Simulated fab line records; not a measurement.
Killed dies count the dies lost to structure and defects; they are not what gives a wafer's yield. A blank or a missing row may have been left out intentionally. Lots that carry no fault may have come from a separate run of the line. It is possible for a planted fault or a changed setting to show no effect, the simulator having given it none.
fab line records    flow nand-harc
record: lots: 7  wafers: 19  last-day: 32
route steps=1302 shown A_CONTACT@1016 END@1302
lots with no fault: from the same line, run without faults
start-h: hours from the record's first day to the start of the lot's first wafer shown    wait-h: hours since the lot's step before    " the same as in the row above    L1.1+2: a single row standing in for several wafers    - value missing, or start not given    * or withheld: withheld    < > ~ a bound
route shown NAME@n: a module of which the file shows steps, and the number in the route of the first    usual: mean/standard deviation taken from wafers without a fault    same: alike in all rows    chamber/n: place in a boat    sites: each site's reading    _std_site: their standard deviation    _edge_site: mean of outer sites minus mean of inner sites    radius-mm: for every site, how far away it sits from the centre of the wafer    mask NAME#n: copy n    behind: the last tool/chamber to shape the wafer    hold: cause of the lot's hold/its duration in hours/its outcome    device: the transistor (n, p or np) that didn't switch    end of line: the tests these same wafers got at the end of their route    where a step has no rows: the recipe by itself    killed: not the wafer's yield, but the dies lost to structure and defects at the first sort    map: a wafer's dies, marking killed ones x, the rest . and places with no die _
set.NAME: the setting the step ran with; set.NAME@STEP: the setting that earlier step ran with    model.NAME: the simulator's own value behind a step, which no gauge read
lots at some steps of the route; a table a step, a row a wafer
services: the hour from which a tool's chamber was out of use, counted from the record's first day as start-h (under 0 if before that day), plus the number of hours and why
== steps ==
step: NHARC_A_CONTACT_ETCH_122
recipe: source-w: withheld  pressure-mtorr: 20  bias-v: 3000  time-s: 190  target-depth-a: 18500  ar-flow-sccm: withheld  c4f8-flow-sccm: withheld  o2-flow-sccm: withheld  chemistry: C4F8/O2/Ar
step: NHARC_A_CONTACT_ETCH_123
recipe: source-w: withheld  pressure-mtorr: 20  bias-v: 400  time-s: 490  target-depth-a: 21100  ar-flow-sccm: withheld  c4f8-flow-sccm: 11.5  o2-flow-sccm: 7.2  chemistry: C4F8/O2/Ar
step: NHARC_A_CONTACT_ETCH_90
recipe: target-depth-a: 400  over-etch-frac: 0.5  time-s: 85.7  ion-energy-ev: 120  ch3f-flow-sccm: 50  o2-flow-sccm: 30  ar-flow-sccm: 200  rf-w: 500  bias-w: 100  chemistry: CH3F/O2
step: NHARC_A_CONTACT_ETCH_96
recipe: target-depth-a: 200  over-etch-frac: 0.5  time-s: 10  ion-energy-ev: 250  c4f6-flow-sccm: 25  o2-flow-sccm: 20  ar-flow-sccm: 500  rf-w: 600  bias-w: 500  chemistry: C4F6/O2
step: NHARC_A_CONTACT_CD_MEAS_53
usual: cd-nm: 289.0/1.1
lot.wafer  tool       chamber  start-h  wait-h  cd-nm
L182.2     cd-sem-03  -        517.30   -       286.8
L182.3     "          -        "        "       287.8
L182.6     "          -        "        "       286.8
L185.3     cd-sem-01  -        522.74   -       291.1
L185.4     "          -        "        "       290.0
L185.5     "          -        "        "       291.1
L188.2     cd-sem-02  -        564.58   -       288.5
L188.3     "          -        "        "       289.2
L187.3     cd-sem-02  -        564.73   -       289.0
L187.4     "          -        "        "       289.6
L187.5     "          -        "        "       289.4
L189.1     cd-sem-01  -        575.69   -       287.3
L189.2     "          -        "        "       287.5
L199.1     cd-sem-01  -        676.19   -       289.1
L199.3     "          -        "        "       288.3
L199.5     "          -        "        "       289.8
L204.2     cd-sem-03  -        701.72   -       287.1
L204.4     "          -        "        "       287.5
L204.6     "          -        "        "       287.7
step: NHARC_A_CONTACT_STRIP_99
recipe: n2-flow-sccm: 150  h2-flow-sccm: 150  ar-flow-sccm: 0  bias-w: 0  chemistry: N2/H2
step: NHARC_A_CONTACT_STRIP_100
recipe: cf4-flow-sccm: 100  chf3-flow-sccm: 30  ar-flow-sccm: 0  bias-w: 0  chemistry: CF4/CHF3
step: NHARC_A_CONTACT_STRIP_101
recipe: o2-flow-sccm: 400  cos-flow-sccm: 20  ar-flow-sccm: 0  bias-w: 0  chemistry: O2/COS
step: NHARC_A_CONTACT_ETCH_102
recipe: target-depth-a: 1000  overetch-a: 100  time-s: 55  ion-energy-ev: 100  cf4-flow-sccm: 80  o2-flow-sccm: 20  ar-flow-sccm: 0  rf-w: 300  bias-w: 100  chemistry: CF4/O2
step: NHARC_A_CONTACT_STRIP_55
recipe: o2-flow-sccm: 500  ar-flow-sccm: 0  bias-w: 0  chemistry: O2
usual: drypump-motor-current-A: 5.7/0.5  oes-product-au: 0.998/0.013  rf-vpp-V: 57.7/0.84  showerhead-plenum-p-Torr: 3.53/0.14  throttle-valve-pct: 17.037/0.0092
same: bias-w: 0
lot.wafer  tool         chamber  start-h  wait-h  drypump-motor-current-A  oes-product-au  rf-hours-counter-h  rf-vpp-V  showerhead-plenum-p-Torr  throttle-valve-pct
L182.2     rie-diel-04  2        -        -       6.4                      0.997           24                  57.4      3.40                      17.033
L182.3     "            0        "        "       6.1                      1.001           20                  57.3      3.69                      17.041
L182.6     "            0        "        "       6.0                      1.007           -                   57.7      3.69                      17.056
L185.3     rie-diel-04  0        -        -       6.0                      1.010           21                  59.4      3.69                      17.033
L185.4     "            2        "        "       6.4                      1.006           25                  58.5      3.40                      17.039
L185.5     "            0        "        "       6.0                      1.003           -                   57.9      3.69                      17.052
L187.3     rie-diel-08  2        -        -       6.3                      1.017           6                   58.2      3.52                      17.038
L187.5     "            3        "        "       5.1                      1.008           -                   57.7      3.58                      17.037
L187.4     "            1        "        "       5.5                      0.987           -                   57.5      3.53                      17.033
L188.3     rie-diel-04  0        -        -       6.0                      1.002           3                   57.6      3.69                      17.047
L188.2     "            1        "        "       5.5                      0.985           3                   57.0      3.55                      17.037
L189.2     rie-diel-04  2        -        -       6.3                      1.000           6                   58.2      3.40                      17.031
L189.1     "            0        "        "       6.0                      0.999           5                   58.3      3.69                      17.051
L199.3     rie-diel-04  2        -        -       6.4                      0.995           22                  56.6      3.39                      17.036
L199.1     "            3        "        "       5.0                      0.990           25                  57.3      3.29                      17.028
L199.5     "            2        "        "       6.4                      1.004           -                   56.9      3.39                      17.034
L204.4     rie-diel-04  0        -        -       6.0                      1.003           28                  59.7      3.67                      17.043
L204.2     "            1        "        "       5.5                      0.996           27                  57.7      3.54                      17.024
L204.6     "            1        "        "       5.5                      0.990           -                   58.2      3.54                      17.028
step: NHARC_A_CONTACT_STRIP_56
recipe: time-s: 600  temp-c: 30  chemistry: post-etch-residue-remover
step: NHARC_A_CONTACT_DEP_57
recipe: target-thk-a: 53000  temp-c: 400  material: aC
step: NHARC_A_CONTACT_DEP_58
recipe: target-thk-a: 900  target-thk-nm: 90  temp-c: 400  pressure-torr: 3.5  flow-sccm: 200  rf-w: 350  material: SiON
usual: heater-power-w: 767/72
lot.wafer  tool      chamber  start-h  wait-h  heater-power-w
L182.3     pecvd-01  1        523.33   1.7     864
L182.2     "         2        "        "       849
L182.6     "         0        "        "       685
L185.3     pecvd-01  2        527.10   1.7     859
L185.4     "         0        "        "       714
L185.5     "         1        "        "       732
L187.3     pecvd-01  2        569.39   1.6     862
L187.4     "         2        "        "       858
L187.5     "         0        "        "       657
L188.2     pecvd-01  0        572.64   2.2     768
L188.3     "         1        "        "       799
L189.1     pecvd-01  2        580.64   2.8     780
L189.2     "         0        "        "       605
L199.1     pecvd-03  1        680.42   2.7     803
L199.3     "         0        "        "       699
L199.5     "         1        "        "       645
L204.2     pecvd-03  2        707.64   2.2     756
L204.6     "         2        "        "       765
L204.4     "         1        "        "       718
step: NHARC_A_CONTACT_DEHYDRATE_59
recipe: temp-c: 150  time-s: 120
step: NHARC_A_CONTACT_HMDS_60
recipe: time-s: 30
step: NHARC_A_CONTACT_COAT_61
recipe: temp-c: 260  time-s: 75
step: NHARC_A_CONTACT_COAT_62
recipe: temp-c: 225  time-s: 65
step: NHARC_A_CONTACT_COAT_63
recipe: spin-rpm: 1500  resist-thk-nm: 90
step: NHARC_A_CONTACT_SOFTBAKE_64
recipe: temp-c: 105  time-s: 55
step: NHARC_A_CONTACT_EBR_65
step: NHARC_A_CONTACT_EXPOSE_66
recipe: na: 1.35  sigma-outer: 0.8  dose-mj: 59.02  mask-id: A_CC_2
step: NHARC_A_CONTACT_PEB_67
recipe: peb-temp-c: 100  peb-time-s: 65
step: NHARC_A_CONTACT_DEVELOP_68
recipe: develop-time-s: 35  dev-temp-c: 23
step: NHARC_A_CONTACT_CD_MEAS_69
recipe: target-cd-nm: 300  landing-energy-ev: 500
usual: cd-nm: 300.2/0.6
lot.wafer  tool       chamber  start-h  wait-h  cd-nm
L182.2     cd-sem-02  0        524.02   -       301.0
L182.3     "          0        "        "       300.1
L182.6     "          0        "        "       300.1
L185.3     cd-sem-02  0        527.70   -       300.7
L185.4     "          0        "        "       300.4
L185.5     "          0        "        "       300.6
L187.3     cd-sem-01  0        570.12   -       299.7
L187.4     "          0        "        "       300.6
L187.5     "          0        "        "       299.5
L188.2     cd-sem-03  0        573.34   -       299.0
L188.3     "          0        "        "       299.9
L189.1     cd-sem-01  0        581.36   -       300.3
L189.2     "          0        "        "       299.8
L199.1     cd-sem-03  0        681.01   -       299.7
L199.3     "          0        "        "       300.6
L199.5     "          0        "        "       299.9
L204.2     cd-sem-01  0        708.24   -       300.9
L204.4     "          0        "        "       300.1
L204.6     "          0        "        "       299.6
step: NHARC_A_CONTACT_OVL_MEAS_70
usual: overlay-x-nm: 0.1/0.85  overlay-y-nm: -0.1/1
lot.wafer  tool        chamber  start-h  wait-h  overlay-x-nm  overlay-y-nm
L182.2     overlay-02  -        524.11   -       1.1           0.0
L182.3     "           -        "        "       0.7           -0.1
L182.6     "           -        "        "       1.0           0.2
L185.3     overlay-01  -        527.79   -       0.3           1.3
L185.4     "           -        "        "       0.1           1.3
L185.5     "           -        "        "       0.7           1.2
L187.3     overlay-02  -        570.20   -       0.7           -0.6
L187.4     "           -        "        "       0.7           -0.8
L187.5     "           -        "        "       1.6           -0.3
L188.2     overlay-01  -        573.43   -       -0.4          -1.3
L188.3     "           -        "        "       -0.2          -0.8
L189.1     overlay-02  -        581.45   -       0.4           0.1
L189.2     "           -        "        "       0.8           0.9
L199.1     overlay-02  -        681.10   -       -0.7          0.5
L199.3     "           -        "        "       -1.6          0.4
L199.5     "           -        "        "       -0.5          0.0
L204.2     overlay-02  -        708.32   -       2.3           0.3
L204.4     "           -        "        "       2.7           0.7
L204.6     "           -        "        "       1.5           0.2
step: NHARC_A_CONTACT_INSPECT_71
usual: raw-defect-count: 85/36
lot.wafer  tool               chamber  start-h  wait-h  raw-defect-count
L182.2     defect-inspect-01  -        524.15   0.0     21
L182.3     "                  -        "        "       26
L182.6     "                  -        "        "       26
L185.3     defect-inspect-01  -        527.82   0.0     86
L185.4     "                  -        "        "       61
L185.5     "                  -        "        "       63
L187.3     defect-inspect-01  -        570.24   0.0     71
L187.4     "                  -        "        "       66
L187.5     "                  -        "        "       68
L188.2     defect-inspect-01  -        573.47   0.0     72
L188.3     "                  -        "        "       72
L189.1     defect-inspect-02  -        581.49   0.0     25
L189.2     "                  -        "        "       37
L199.1     defect-inspect-02  -        681.14   0.0     84
L199.3     "                  -        "        "       86
L199.5     "                  -        "        "       79
L204.2     defect-inspect-01  -        708.36   0.0     97
L204.4     "                  -        "        "       102
L204.6     "                  -        "        "       91
step: NHARC_A_CONTACT_DESCUM_74
recipe: time-s: 3  o2-flow-sccm: 200  ar-flow-sccm: 0  bias-power-w: 0  chemistry: O2
step: NHARC_A_CONTACT_ETCH_75
recipe: target-depth-a: 390  over-etch-frac: 0.3  time-s: 65  ion-energy-ev: 80  cf4-flow-sccm: 150  ar-flow-sccm: 0  rf-w: 300  bias-w: 100  chemistry: CF4
step: NHARC_A_CONTACT_ETCH_76
recipe: target-depth-a: 2600  over-etch-frac: 0.3  time-s: 475.3  ion-energy-ev: 200  n2-flow-sccm: 150  h2-flow-sccm: 150  ar-flow-sccm: 0  rf-w: 400  bias-w: 150  chemistry: N2/H2
step: NHARC_A_CONTACT_ETCH_77
recipe: target-depth-a: 1089  time-s: 54.5  cf4-flow-sccm: 100  chf3-flow-sccm: 30  ar-flow-sccm: 0  rf-w: 500  bias-w: 200  chemistry: CF4/CHF3
usual: bias-w: 200.0/0.57  drypump-motor-current-A: 5.6/0.51  oes-product-au: 0.934/0.02  rf-vpp-V: 370.7/2.3  showerhead-plenum-p-Torr: 1.58/0.066  throttle-valve-pct: 16.802/0.0088
lot.wafer  tool         chamber  start-h  wait-h  bias-w  drypump-motor-current-A  oes-product-au  rf-hours-counter-h  rf-vpp-V  showerhead-plenum-p-Torr  throttle-valve-pct
L182.3     rie-diel-04  3        -        -       200.4   5.0                      0.950           27                  367.2     1.47                      16.795
L182.2     "            1        "        "       200.9   5.5                      0.926           28                  371.9     1.58                      16.807
L182.6     "            2        "        "       199.8   6.4                      0.927           -                   367.3     1.52                      16.811
L185.3     rie-diel-08  3        -        -       200.2   5.1                      0.914           58                  371.2     1.60                      16.794
L185.5     "            3        "        "       200.2   5.1                      0.916           -                   370.4     1.60                      16.809
L185.4     "            1        "        "       199.4   5.5                      0.925           -                   369.4     1.57                      16.797
L187.4     rie-diel-04  1        -        -       200.3   5.5                      0.925           4                   371.5     1.58                      16.798
L187.3     "            3        "        "       200.3   5.0                      0.915           4                   368.2     1.47                      16.798
L187.5     "            1        "        "       199.8   5.5                      0.925           -                   369.9     1.58                      16.803
L188.2     rie-diel-04  1        -        -       200.0   5.5                      0.911           5                   371.8     1.58                      16.809
L188.3     "            0        "        "       200.0   6.0                      0.919           4                   372.4     1.64                      16.787
L189.1     rie-diel-04  2        -        -       199.8   6.4                      0.924           6                   370.5     1.51                      16.804
L189.2     "            0        "        "       199.8   6.0                      0.927           6                   373.0     1.64                      16.807
L199.1     rie-diel-08  1        -        -       199.4   5.5                      0.963           38                  370.9     1.56                      16.821
L199.3     "            0        "        "       199.9   6.1                      0.984           42                  375.0     1.67                      16.801
L199.5     "            1        "        "       199.6   5.5                      0.946           -                   369.3     1.56                      16.805
L204.2     rie-diel-10  3        -        -       200.4   5.7                      0.955           32                  370.7     1.57                      16.810
L204.4     "            1        "        "       199.3   5.5                      0.964           34                  373.2     1.65                      16.797
L204.6     "            3        "        "       200.2   5.7                      0.943           -                   369.3     1.57                      16.806
step: NHARC_A_CONTACT_ETCH_78
recipe: target-depth-a: 53000  over-etch-frac: 0.3  time-s: 1378  ion-energy-ev: 150  o2-flow-sccm: 400  cos-flow-sccm: 20  ar-flow-sccm: 0  rf-w: 500  bias-w: 300  chemistry: O2/COS
usual: bias-w: 299.8/0.91  cos-flow-sccm: 20.00/0.057  drypump-motor-current-A: 5.7/0.49  oes-product-au: 1.000/0.013  rf-vpp-V: 314.4/2.1  showerhead-plenum-p-Torr: 3.14/0.13  throttle-valve-pct: 28.330/0.0087
lot.wafer  tool         chamber  start-h  wait-h  bias-w  cos-flow-sccm  drypump-motor-current-A  oes-product-au  rf-hours-counter-h  rf-vpp-V  showerhead-plenum-p-Torr  throttle-valve-pct
L182.2     rie-diel-04  0        -        -       299.9   20.10          6.0                      0.998           22                  315.9     3.27                      28.328
L182.3     "            1        "        "       301.2   19.94          5.5                      1.000           28                  315.0     3.14                      28.334
L182.6     "            0        "        "       299.6   20.08          6.0                      1.005           -                   316.0     3.27                      28.325
L185.3     rie-diel-08  1        -        -       300.0   19.91          5.5                      1.009           55                  314.3     3.12                      28.323
L185.4     "            3        "        "       299.0   19.98          5.1                      0.987           -                   314.8     3.17                      28.334
L185.5     "            0        "        "       300.8   19.96          6.1                      1.017           -                   317.2     3.34                      28.324
L187.3     rie-diel-04  1        -        -       300.5   19.90          5.5                      0.988           4                   314.0     3.14                      28.316
L187.4     "            2        "        "       297.5   19.98          6.4                      0.995           4                   312.9     3.00                      28.341
L187.5     "            2        "        "       296.6   20.05          6.4                      0.997           -                   312.3     3.00                      28.325
L188.3     rie-diel-04  3        -        -       299.5   19.92          5.0                      0.995           5                   310.7     2.92                      28.330
L188.2     "            1        "        "       298.8   20.03          5.5                      0.987           5                   314.9     3.14                      28.321
L189.1     rie-diel-04  2        -        -       300.7   19.95          6.4                      0.989           6                   313.4     3.00                      28.316
L189.2     "            3        "        "       300.2   19.95          5.0                      0.992           6                   310.4     2.92                      28.322
L199.3     rie-diel-08  3        -        -       300.2   20.04          5.1                      1.014           47                  314.5     3.15                      28.335
L199.1     "            2        "        "       298.3   19.94          6.3                      1.005           47                  314.2     3.09                      28.352
L199.5     "            0        "        "       300.4   19.94          6.0                      1.024           -                   317.8     3.32                      28.322
L204.4     rie-diel-10  1        -        -       299.0   19.95          5.5                      0.990           34                  316.2     3.27                      28.344
L204.2     "            2        "        "       301.3   20.09          5.1                      1.006           31                  317.8     3.30                      28.335
L204.6     "            1        "        "       299.3   19.89          5.5                      0.993           -                   317.2     3.27                      28.326
step: NHARC_A_CONTACT_ETCH_124
recipe: source-w: withheld  pressure-mtorr: 20  bias-v: withheld  time-s: 140  target-depth-a: 7000  ar-flow-sccm: withheld  c4f8-flow-sccm: withheld  o2-flow-sccm: withheld  chemistry: C4F8/O2/Ar
lot.wafer  tool             chamber  start-h  wait-h  rf-hours-counter-h
L182.2     har-cap-etch-02  0        525.78   -       91
L182.3     "                0        "        "       -
L182.6     "                1        "        "       -
L185.4     har-cap-etch-03  1        529.80   -       -
L185.3     "                0        "        "       -
L185.5     "                0        "        "       -
L187.3     har-cap-etch-02  1        571.91   -       -
L187.4     "                0        "        "       -
L187.5     "                0        "        "       -
L188.2     har-cap-etch-03  1        575.12   -       52
L188.3     "                1        "        "       -
L189.2     har-cap-etch-03  1        583.10   -       54
L189.1     "                0        "        "       54
L199.1     har-cap-etch-01  0        682.81   -       34
L199.3     "                1        "        "       -
L199.5     "                0        "        "       -
L204.2     har-cap-etch-02  0        709.99   -       126
L204.4     "                0        "        "       -
L204.6     "                1        "        "       -
step: NHARC_A_CONTACT_ETCH_125
recipe: source-w: withheld  pressure-mtorr: 20  bias-v: 3000  time-s: 197  target-depth-a: 19180  ar-flow-sccm: withheld  c4f8-flow-sccm: withheld  o2-flow-sccm: withheld  chemistry: C4F8/O2/Ar
step: NHARC_A_CONTACT_ETCH_126
recipe: source-w: withheld  pressure-mtorr: 20  bias-v: 3000  time-s: 197  target-depth-a: 19180  ar-flow-sccm: withheld  c4f8-flow-sccm: withheld  o2-flow-sccm: withheld  chemistry: C4F8/O2/Ar
step: NHARC_A_CONTACT_ETCH_127
recipe: source-w: withheld  pressure-mtorr: 20  bias-v: 3000  time-s: 197  target-depth-a: 19180  ar-flow-sccm: withheld  c4f8-flow-sccm: withheld  o2-flow-sccm: withheld  chemistry: C4F8/O2/Ar
step: NHARC_A_CONTACT_ETCH_128
recipe: source-w: withheld  pressure-mtorr: 20  bias-v: 3000  time-s: 197  target-depth-a: 19180  ar-flow-sccm: withheld  c4f8-flow-sccm: withheld  o2-flow-sccm: withheld  chemistry: C4F8/O2/Ar
step: NHARC_A_CONTACT_ETCH_129
recipe: source-w: withheld  pressure-mtorr: 20  bias-v: 3000  time-s: 197  target-depth-a: 19180  ar-flow-sccm: withheld  c4f8-flow-sccm: withheld  o2-flow-sccm: withheld  chemistry: C4F8/O2/Ar
step: NHARC_A_CONTACT_ETCH_130
recipe: source-w: withheld  pressure-mtorr: 20  bias-v: 3000  time-s: 197  target-depth-a: 19180  ar-flow-sccm: withheld  c4f8-flow-sccm: withheld  o2-flow-sccm: withheld  chemistry: C4F8/O2/Ar
lot.wafer  tool             chamber  start-h  wait-h  rf-hours-counter-h
L182.2     har-cap-etch-02  0        526.86   0.1     92
L182.3     "                0        "        "       -
L182.6     "                1        "        "       -
L185.4     har-cap-etch-03  1        530.89   0.1     -
L185.3     "                0        "        "       -
L185.5     "                0        "        "       -
L187.3     har-cap-etch-02  1        572.98   0.1     -
L187.4     "                0        "        "       -
L187.5     "                0        "        "       -
L188.2     har-cap-etch-03  1        576.20   0.1     53
L188.3     "                1        "        "       -
L189.2     har-cap-etch-03  1        584.17   0.1     55
L189.1     "                0        "        "       55
L199.1     har-cap-etch-01  0        683.89   0.2     35
L199.3     "                1        "        "       -
L199.5     "                0        "        "       -
L204.2     har-cap-etch-02  0        711.07   0.1     127
L204.4     "                0        "        "       -
L204.6     "                1        "        "       -
step: NHARC_A_CONTACT_ETCH_131
recipe: source-w: withheld  pressure-mtorr: 20  bias-v: 3000  time-s: 197  target-depth-a: 19180  ar-flow-sccm: withheld  c4f8-flow-sccm: withheld  o2-flow-sccm: withheld  chemistry: C4F8/O2/Ar
step: NHARC_A_CONTACT_ETCH_132
recipe: source-w: withheld  pressure-mtorr: 20  bias-v: 3000  time-s: 197  target-depth-a: 19240  ar-flow-sccm: withheld  c4f8-flow-sccm: withheld  o2-flow-sccm: withheld  chemistry: C4F8/O2/Ar
step: NHARC_A_CONTACT_ETCH_133
recipe: source-w: withheld  pressure-mtorr: 20  bias-v: 400  time-s: 374  target-depth-a: 16100  ar-flow-sccm: withheld  c4f8-flow-sccm: 11.5  o2-flow-sccm: 7.2  chemistry: C4F8/O2/Ar
step: NHARC_A_CONTACT_ETCH_91
recipe: target-depth-a: 400  over-etch-frac: 0.5  time-s: 85.7  ion-energy-ev: 120  ch3f-flow-sccm: 50  o2-flow-sccm: 30  ar-flow-sccm: 200  rf-w: 500  bias-w: 100  chemistry: CH3F/O2
step: NHARC_END_SORT_01
recipe: temp-c: 25
usual: killed-at-array: 56/19  killed-at-other: 0.6/1  killed-at-periphery: 3.9/2.7  killed-dies: 61/19  killed-open: 3.3/1.9  killed-short: 2.4/1.7
same: gross-dies: 677
lot.wafer  tool       chamber  start-h  wait-h  killed-at-array  killed-at-other  killed-at-periphery  killed-dies  killed-open  killed-short
L189.2     prober-02  0        638.85   2.8     158              0                4                    162          4            1
L188.2     prober-01  0        638.83   2.8     255              0                3                    258          1            3
L188.3     prober-01  0        639.63   3.1     304              1                7                    312          5            6
L187.3     prober-02  0        647.39   3.1     207              1                4                    212          2            2
killed by level:class
L188.2 A_CONTACT:area-dep=199 A_CHANNEL_HOLE_D2:chamber-film-flake=37 A_CHANNEL_HOLE_D1:chamber-film-flake=9 P_STI:chamber-film-flake=3 A_SLIT:chamber-film-flake=2 A_CONTACT:chamber-film-flake=2 A_CHANNEL_FILL_D1:geometric-particle:open=1 A_DECK1_JOINT:geometric-particle:short=1
L189.2 A_CONTACT:area-dep=126 A_CHANNEL_HOLE_D2:chamber-film-flake=8 A_DECK1_JOINT:chamber-film-flake=5 A_CHANNEL_HOLE_D1:chamber-film-flake=4 A_SLIT:chamber-film-flake=4 P_GATE:chamber-film-flake=3 A_CHANNEL_FILL_D2:geometric-particle:open=2 A_WL_FILL:chamber-film-flake=2
L188.3 A_CONTACT:area-dep=251 A_CHANNEL_HOLE_D2:chamber-film-flake=36 P_STI:chamber-film-flake=4 A_STAIRCASE:chamber-film-flake=4 A_ONON_D1:geometric-particle:short=3 A_CONTACT:chamber-film-flake=3 P_STI:geometric-particle:short=1 P_CONTACT:geometric-particle:open=1
L187.3 A_CONTACT:area-dep=161 A_SLIT:chamber-film-flake=20 A_CHANNEL_HOLE_D2:chamber-film-flake=12 A_CHANNEL_HOLE_D1:chamber-film-flake=3 A_STAIRCASE:chamber-film-flake=2 A_CONTACT:chamber-film-flake=2 A_ONON_D1:geometric-particle:open=1 A_ONON_D2:geometric-particle:short=1
map L187.3 (x killed, . not)
____________x____________
_________.xxxx.._________
_______.x....x..xx_______
______.xxxxx..x...x______
_____x..xxx....xxxxx_____
____x.xxxx.x..x.x.xxx____
____xx.xxxx..xxxxxxxx____
___x.xxx.xxxx......x..___
___x.x.xxx..xxx...x..x___
__.x..xxxxxxxx...x.xx..__
__....x.xx.x.x..x......__
_...xx.x.xx...xx.......x_
_.x..x..x........x.x...._
_..xx.xx...xx..x..x....._
_xx....x.x.xx..xxxx....._
_...xx....x.xx....x....._
.x.x....xx...xxx.........
...x...xx.x.xxxx.x.......
....xxx.xxxxxxx.x........
.xx.....x.xx..xx.........
x..x..x..xxx.x...........
_.x....x..xx..x........._
_....x...xxx.x...x.x...._
_......x.x.xx.x.......x._
_..x.x..x.xxxxx..x......_
_.......x.xxx..........._
__.x..x.x..xx....xx....__
__x..x........x........__
___....x..x...x.......___
___.x......x..........___
____.................____
____..x..............____
_____..............._____
______.............______
_______..........._______
_________......._________
____________.____________
map L188.3 (x killed, . not)
____________.____________
_________......._________
_______....x......_______
______.....x..x....______
_____.x...........x._____
____..........xxx.xxx____
____..........x...xxx____
___......x.xx.xx..xxxx___
___.x.x..xxxx.x...xxx.___
__....x..xx.x.xx.xxxx.x__
__x...xx..xxx..xx.xxxxx__
_..x.x..xx.xxx..x..xxx.._
_.x...xx.xxxxxxxxx.xx.xx_
_....xxxxxxxx.xx..x.xx.._
_...xx.x.x.xx.xxxxxxxx.._
_...x.xx.xxxxxxx..xx...._
....xxxxxxxxxxxxxxxx.....
.....xxx.xxxxxxxxxxx.....
.....xxxxxxxxxxxx...x....
.xx...x.x.xxx.xxxx.x.....
..xxx..x.xxxxxxxxx.......
_.xxxxxx.xxxxxxx.x.x.x.._
_.xx.xxxxxxxxxxxxx..x..._
_x.xxxxxx.x.xxxxxx......_
_..xxxxxxxxxxx.xxxx....._
_.....xxxxxxxxxx.x.x...._
__.x.x..xxxx.xxxxxx.x..__
__x....xxxxx..xx.......__
___x..x..xxx.xx...x...___
___..xx....xx....x...x___
____.x....xx.....x...____
____x...........x....____
_____......x..xx...._____
______..x..........______
_______...x.....x._______
_________......._________
____________.____________
== services ==
tool             chamber  start-h  hours  kind
har-cap-etch-01  -        497.00   17.0   pm
rie-diel-04      0        511.27   -      clean
rie-diel-04      1        511.27   -      clean
rie-diel-04      2        511.27   -      clean
rie-diel-04      3        511.27   -      clean
rie-diel-04      3        515.41   4.2    repair
pecvd-03         0        521.68   3.0    repair
rie-diel-04      -        531.90   9.0    pm
rie-diel-04      0        531.90   9.0    vent-cycle
rie-diel-04      1        531.90   9.0    vent-cycle
rie-diel-08      -        541.65   3.1    repair
rie-diel-08      -        544.84   9.0    pm
pecvd-03         -        547.45   13.0   pm
pecvd-03         -        575.30   91.9   repair
pecvd-01         0        580.86   3.9    repair
rie-diel-10      -        597.01   9.0    pm
pecvd-01         2        597.73   6.6    repair
rie-diel-08      1        607.41   5.6    repair
rie-diel-04      2        651.55   7.8    repair
pecvd-01         -        673.25   13.0   pm
rie-diel-10      3        676.89   4.7    repair
pecvd-03         2        694.11   9.8    repair
pecvd-03         -        700.73   0.5    repair
rie-diel-04      -        708.90   9.0    pm
== key ==
first-sign: step: NHARC_END_SORT_01  reading: killed-dies  direction: up  sigmas: 9.4  usual: 61  struck: 236
effect: step: NHARC_END_SORT_01  reading: killed-at-array  direction: up  sigmas: 9.3  usual: 56  struck: 231
more-kills-born-at: NHARC_A_CONTACT_DEP_58@pecvd-01: 737
met-at NHARC_A_CONTACT_DEP_58
struck-wafers L187.3,L188.2,L188.3,L189.2
tester-left-out L187,L188,L189
onset-between 527.10 569.39
fault: kind: process-parameter-drift  tool: pecvd-01  chamber: -  onset-h: 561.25  steps: NHARC_A_CONTACT_DEP_58  channel: target-thk-a  offset: *  shape: step  end-h: 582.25  scope: struck-wafers-only  acts-in: *  stated: *
tester-left-out: of these lots the tester's yield and bins aren't shown, on N5 and GAA mostly nor the transistor test; their killed dies are dies lost to structure and defects alone, not to doping, threshold or leakage, so they don't give the yield
